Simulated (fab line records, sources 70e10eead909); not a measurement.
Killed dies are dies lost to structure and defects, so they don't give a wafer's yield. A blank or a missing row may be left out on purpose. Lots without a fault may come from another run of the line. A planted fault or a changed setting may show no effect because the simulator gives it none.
Chamber matching | flow nand_harc | NHARC_P_GATE_ALD_36 on ald_sin-04: 4 sister chambers
The step deposits SiNx, target thk 20 nm, pulse time 60 s, ald cycles 223. 14 wafers are shown with their chamber, then 7 later ones without.

WAFERS WITH THEIR CHAMBER
wafer  | chamber | heater_power_outer_w (W) | heater_power_w (W) | precursor_pulse_height_rel
L075.3 | 2       | 550                      | 916                | 1.028
L075.2 | 0       | 417                      | 716                | 0.997
L075.5 | 2       | 556                      | 887                | 0.996
L078.2 | 2       | 538                      | 917                | 1.004
L078.3 | 0       | 416                      | 725                | 0.977
L078.6 | 1       | 573                      | 857                | 0.976
L080.2 | 2       | 566                      | 897                | 1.008
L080.4 | 3       | 498                      | 828                | 1.015
L080.5 | 1       | 581                      | 867                | 0.991
L083.1 | 2       | 544                      | 921                | 0.998
L083.2 | 3       | 492                      | 806                | 1.010
L083.5 | 2       | 562                      | 932                | 1.025
L085.1 | 2       | 546                      | 890                | 0.989
L085.3 | 3       | 495                      | 833                | 1.042

SIGNATURES (means of the wafers above)
reading                    | chamber 0 | chamber 1 | chamber 2 | chamber 3 | scatter within a chamber
heater_power_outer_w       | 416.50    | 577.00    | 551.71    | 495.00    | 8.14
heater_power_w             | 720.50    | 862.00    | 908.57    | 822.33    | 15.1
precursor_pulse_height_rel | 0.98700   | 0.98350   | 1.00686   | 1.02233   | 0.0149
Rule: a wafer's distance from a chamber is the root of the sum, over the readings, of the square of ((its reading less the chamber's mean) divided by the reading's scatter). The wafer belongs to the nearest chamber; if the next one is less than 2 further off, it can't be placed. The scatter: the root of (the sum of the squares of (reading less its chamber's mean) over the shown wafers, divided by (wafers less chambers)).

WAFERS WITHOUT THEIR CHAMBER
wafer  | heater_power_outer_w (W) | heater_power_w (W) | precursor_pulse_height_rel
L085.6 | 433                      | 713                | 1.026
L092.1 | 496                      | 847                | 1.038
L092.3 | 518                      | 813                | 0.975
L092.4 | 575                      | 930                | 1.023
L095.2 | 448                      | 755                | 0.993
L095.6 | 578                      | 942                | 0.963
L095.5 | 493                      | 838                | 1.016

WHICH CHAMBER EACH WENT THROUGH
wafer  | from the rows above     | in truth
L085.6 | 0                       | 0
L092.1 | 3                       | 3
L092.3 | 3                       | 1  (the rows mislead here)
L092.4 | can't be placed: 2 or 1 | 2
L095.2 | 0                       | 0
L095.6 | can't be placed: 2 or 1 | 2
L095.5 | 3                       | 3
Placed correctly: 4 of 7. Can't be placed from these rows: 2 (the true chamber is among the candidates in 2). Placed wrongly: 1.
